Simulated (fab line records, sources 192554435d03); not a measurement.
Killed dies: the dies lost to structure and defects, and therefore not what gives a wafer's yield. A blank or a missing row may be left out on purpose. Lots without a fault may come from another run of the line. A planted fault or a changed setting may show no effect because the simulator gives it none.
Comparing a struck lot with a sound one ; flow n5_finfet ; 18 steps out of a route of 1938
Sound: the wafers L734.2, L734.4, L734.5. Struck: wafers L747.1, L747.2, L747.6. The cause comes at the end.
Per side, at each step with rows, come the tool, then ch with its chambers, and then its first start. Under that, the readings that differ: sound wafers ; struck wafers ; difference of the means ; sigmas: that difference in standard deviations of wafers without a fault.
alike: readings whose means differ by less than 2 such deviations, and words and numbers that are the same on both sides. not compared: withheld readings, readings that some wafer has no value for, bounds like >300 that may hide the same value, and numbers for which the record gives no deviation and whose values overlap.
The two part at a step that has a row with sigmas, a row that says differs or no value, or rows on one side only. Non-overlapping numbers with no deviation appear without sigmas and do not part them. A reading that every wafer of one side lacks parts them only if that side has two wafers or more.

N5_START_INSPECT_01: inspects for defects (unpatterned scan).
  sound on defect_inspect-01 at day 2 06:02; struck on defect_inspect-01 at day 5 12:02
  alike: raw_defect_count
then, 2 steps without rows for these wafers: N5_ZERO_LAYER_PRECLEAN_00 (cleans in SPM, time 600 s); N5_ZERO_LAYER_SRD_01 (time 30 s, dry time 30 s).
N5_ZERO_LAYER_PECVD_02: deposits SiO2 from SiH4/N2O, target thk 10 nm, time 6 s.
  sound on pecvd-02 ch 1, day 2 06:28; struck on pecvd-04 ch 1,2, day 5 12:17
  alike: chamber_pressure_Torr, heater_power_w, showerhead_plenum_p_Torr
then, 4 steps without rows for these wafers: N5_ZERO_LAYER_HMDS_04 (time 60 s); N5_ZERO_LAYER_COAT_05 (resist thk 1000 nm); N5_ZERO_LAYER_EBR_07; N5_ZERO_LAYER_SOFTBAKE_06 (time 90 s).
N5_ZERO_LAYER_EXPOSE_08: exposes mask ZERO, defocus 0 nm, target cd 2000 nm.
  sound on krf_scanner-02 ch 0, day 2 06:49; struck on krf_scanner-01 ch 0, day 5 12:28
reading;sound;struck;difference;sigmas
exposure_dose_mJ_cm2;16.183 16.171 16.182;15.266 15.264 15.275;-0.910;-61
  alike: mask
then, 3 steps without rows for these wafers: N5_ZERO_LAYER_PEB_09; N5_ZERO_LAYER_DEVELOP_10 (develop time 60 s); N5_ZERO_LAYER_HARDBAKE_23 (time 120 s).
N5_ZERO_LAYER_CD_MEAS_11: target cd 2000 nm.
  sound on cd_sem-01 ch 0, day 2 06:59; struck on cd_sem-03 ch 0, day 5 12:38
reading;sound;struck;difference;sigmas
cd_nm (nm);2003.5 2002.1 2003.8;1985.7 1987.1 1986.3;-16.8;-10
N5_ZERO_LAYER_DESCUM_16: chemistry O2, time 7.9 s.
  sound on rie_diel-04 ch 0,1, day 2 07:15; struck on rie_diel-03 ch 0,1,2, day 5 12:45
reading;sound;struck;difference;sigmas
model.ZERO_LAYER.cd_nm (nm);2003 2002 2004;1986 1987 1986;-17;
  alike: drypump_motor_current_A, oes_product_au, rf_vpp_V, showerhead_plenum_p_Torr, throttle_valve_pct
  not compared: rf_hours_counter_h
N5_ZERO_LAYER_ETCH_17: etches SiO2 in CF4, target depth 12 nm, time 13.3 s.
  sound on rie_diel-04 ch 0,1, day 2 07:17; struck on rie_diel-03 ch 0,1,2, day 5 12:47
  alike: drypump_motor_current_A, oes_product_au, rf_vpp_V, showerhead_plenum_p_Torr, throttle_valve_pct
  not compared: rf_hours_counter_h
N5_ZERO_LAYER_ETCH_18: etches Si in HBr/Cl2, target depth 120 nm, time 40 s.
  sound on rie_si-03 ch 2,3, day 2 07:21; struck on rie_si-03 ch 1,2,3, day 5 12:52
reading;sound;struck;difference;sigmas
model.ZERO_LAYER.cd_nm (nm);2003 2002 2004;1986 1987 1986;-17;
  alike: drypump_motor_current_A, oes_product_au, throttle_valve_pct
  not compared: rf_hours_counter_h
N5_ZERO_LAYER_STRIP_24: strips in O2.
  sound on plasma_asher-01 ch 0,1, day 2 07:28; struck on plasma_asher-02 ch 0,1, day 5 12:58
  alike: drypump_motor_current_A, heater_power_w, oes_product_au, strip_time_to_endpoint_s
  not compared: rf_hours_counter_h
-- record jumps: 7 days separate the struck wafers' starts on either side; left off in module ZERO_LAYER, taken up again in module BEOL_M4, whose first shown step is the route's number 1111 --
N5_BEOL_M4_RC_MEAS_101:
  sound on prober-02 ch 0, day 9 02:28; struck on prober-01 ch 0, day 12 05:11
reading;sound;struck;difference;sigmas
DIBL_N (mV/V);37.3 35.7 34.6;39.0 37.8 39.6;+2.9;+2
  alike: DIBL_P, IOFF_N, IOFF_P, ION_N, ION_P, SS_N, SS_P, VT_N, VT_P

## WHERE THEY PART
At N5_ZERO_LAYER_EXPOSE_08 first; at N5_BEOL_M4_RC_MEAS_101 last (within this record only).

WHY: what the simulator had put in
Drift in process parameters on krf_scanner-01 at N5_ZERO_LAYER_EXPOSE_08, starting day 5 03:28. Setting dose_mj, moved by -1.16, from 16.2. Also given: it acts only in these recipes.
